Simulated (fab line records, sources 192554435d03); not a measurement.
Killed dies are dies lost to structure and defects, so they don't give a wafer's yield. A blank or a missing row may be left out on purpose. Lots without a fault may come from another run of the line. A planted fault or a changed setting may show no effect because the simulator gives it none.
Chamber matching | flow n5_finfet | N5_BEOL_M15_ILD_DEP_00 on pecvd-03: 3 sister chambers
The step deposits SiO2 from TEOS/O2, target thk 1629.3 nm, time 346.1 s. 3 wafers are shown with their chamber, then 9 later ones without.

WAFERS WITH THEIR CHAMBER
wafer  | chamber | heater_power_w (W)
L087.1 | 0       | 548
L087.2 | 1       | 486
L087.5 | 2       | 620

WAFERS WITHOUT THEIR CHAMBER
wafer  | heater_power_w (W)
L090.4 | 435
L090.5 | 793
L090.6 | 668
L094.1 | 575
L094.2 | 758
L094.6 | 629
L096.1 | 723
L096.2 | 649
L096.4 | 785

WHICH CHAMBER EACH WENT THROUGH
wafer  | from the rows above          | in truth
L090.4 | can't be placed: 1 or 0 or 2 | 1
L090.5 | can't be placed: 2 or 0 or 1 | 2
L090.6 | can't be placed: 2 or 0 or 1 | 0
L094.1 | can't be placed: 0 or 2 or 1 | 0
L094.2 | can't be placed: 2 or 0 or 1 | 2
L094.6 | can't be placed: 2 or 0 or 1 | 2
L096.1 | can't be placed: 2 or 0 or 1 | 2
L096.2 | can't be placed: 2 or 0 or 1 | 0
L096.4 | can't be placed: 2 or 0 or 1 | 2
Placed correctly: 0 of 9. Can't be placed from these rows: 9 (the true chamber is among the candidates in 9). Placed wrongly: 0.
How it was worked out, from the rows above alone: a wafer's distance from a chamber is the root of the sum, over the readings, of the square of ((its reading less the chamber's mean) divided by the reading's scatter). The wafer belongs to the nearest chamber; if the next one is less than 2 further off, it can't be placed. A chamber's mean is the mean of its shown wafers. The scatter: with one shown wafer a chamber, the root of the mean of the squares of how far each hidden wafer lies from its nearest shown one.
